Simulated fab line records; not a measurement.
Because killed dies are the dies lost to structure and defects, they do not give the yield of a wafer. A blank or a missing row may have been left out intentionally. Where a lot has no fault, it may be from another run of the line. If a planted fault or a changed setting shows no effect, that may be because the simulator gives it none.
Code-filled problem report in 8D (eight disciplines) form / flow n5 finfet / the parts of the form that need people (team, actions taken, sign-off) are left out

## 1. PROBLEM STATEMENT
run length s at N5_BEOL_M7_CVD_78 reads a mean of 97.0 s on 1 wafer of 1 lot; wafers without a fault read 165.2 s with a standard deviation of 0.58. That is -99 or more standard deviations from the usual mean.
The step: deposits Co from CCTBA/H2, target thk 2 nm, time 142.3 s.
The first sign was on wafer L114.1 at day 12 12:15, on cvd co-02. Wafers with a number at this step in the record: 30, from 10 lots. The rule behind "out" and "out of limits": a value lying over 4 standard deviations away from the usual mean. The other wafers with a number count as sound.

## 2. WHAT THIS IS AND IS NOT
question=which readings at this step | is=run length s | is not=-
question=which lots | is=L114 | is not=L104, L107, L108, L109, L110, L117, L118, L122, L123
question=which wafers of those lots | is=L114.1 | is not=L114.2, L114.6
question=read on which tools | is=cvd co-02 | is not=cvd co-01
question=when | is=from day 12 12:15 | is not=up to then (17 sound wafers); but 12 sound wafers of L117, L118, L122, L123 came after

## 3. THE SUSPECTS, EACH WITH WHAT RULES IT OUT
Counting: a tool at a process step up to the reading stays a suspect if it ran every lot that is out. Sound lots after the first of them don't rule it out here, since some wafers of a struck lot are sound.
- rie diel-03 at N5_BEOL_M7_STRIP_36 (strips in N2/H2): kept. It processed L114, the lot that is out, at day 12 09:42, and its most recent sound lot before then was L109 at day 10 01:11.
- rie diel-03 at N5_BEOL_M7_ETCH_41 (etches SiCN in CH3F/O2, target depth 31.9 nm, time 57.8 s): kept. It processed L114, the lot that is out, at day 12 12:10, and its most recent sound lot before then was L109 at day 10 02:35. Because N5_BEOL_M7_ETCH_41 lacks a start for some lots, the hours and order of its lots are taken from N5_BEOL_M7_SURFACE_TREAT_79.
- pvd sputter-03 at N5_BEOL_M7_SURFACE_TREAT_79: kept. It processed L114, the lot that is out, at day 12 12:10, and its most recent sound lot before then was L109 at day 10 02:35.
- cvd co-02 at N5_BEOL_M7_CVD_78 (deposits Co from CCTBA/H2, target thk 2 nm, time 142.3 s): kept. It processed L114, the lot that is out, at day 12 12:15, and its most recent sound lot before then was L110 at day 10 15:31. On those wafers its own readings are out: run length s.
- At N5_BEOL_M7_STRIP_36, inside rie diel-03: chamber 0 took the wafers that are out, while their sound lot-mates went through chambers 1, 3.
- At N5_BEOL_M7_ETCH_41, inside rie diel-03: chamber 0 took the wafers that are out, while their sound lot-mates went through chambers 1, 3.
- At N5_BEOL_M7_CVD_78, inside cvd co-02: chamber 1 took the wafers that are out, while their sound lot-mates went through chambers 0, 2.
Left after counting: rie diel-03 at N5_BEOL_M7_STRIP_36, rie diel-03 at N5_BEOL_M7_ETCH_41, pvd sputter-03 at N5_BEOL_M7_SURFACE_TREAT_79, cvd co-02 at N5_BEOL_M7_CVD_78.

## 4. THE CAUSE (what the simulator had put in)
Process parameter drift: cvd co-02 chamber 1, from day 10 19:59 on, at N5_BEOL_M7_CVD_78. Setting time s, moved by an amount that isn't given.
4 suspects survive the count, and this tool is in that group.

## 5. THE EFFECT CHAIN, in route order
Each row: a reading whose mean over the struck wafers that have a number lies more than 3 standard deviations from the usual. Readings are gone through only where the record gives a usual standard deviation; hours: the median, over the lots, of the time from a lot's start at the first step in this table giving one to that lot's start at this step; sigmas: the change measured in usual standard deviations.
hours=0; step=N5_BEOL_M7_CVD_78; reading=run length s; usual=165.2 s; on struck wafers=97.0; change=-68.2; sigmas=-99 or more
Its process steps:
- N5_BEOL_M7_CVD_78: deposits Co from CCTBA/H2, target thk 2 nm, time 142.3 s.

## 6. HOW IT WOULD HAVE BEEN CAUGHT EARLIER
In this record no reading fell out of limits until day 12 12:15, 40 hours after the fault had begun at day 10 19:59.
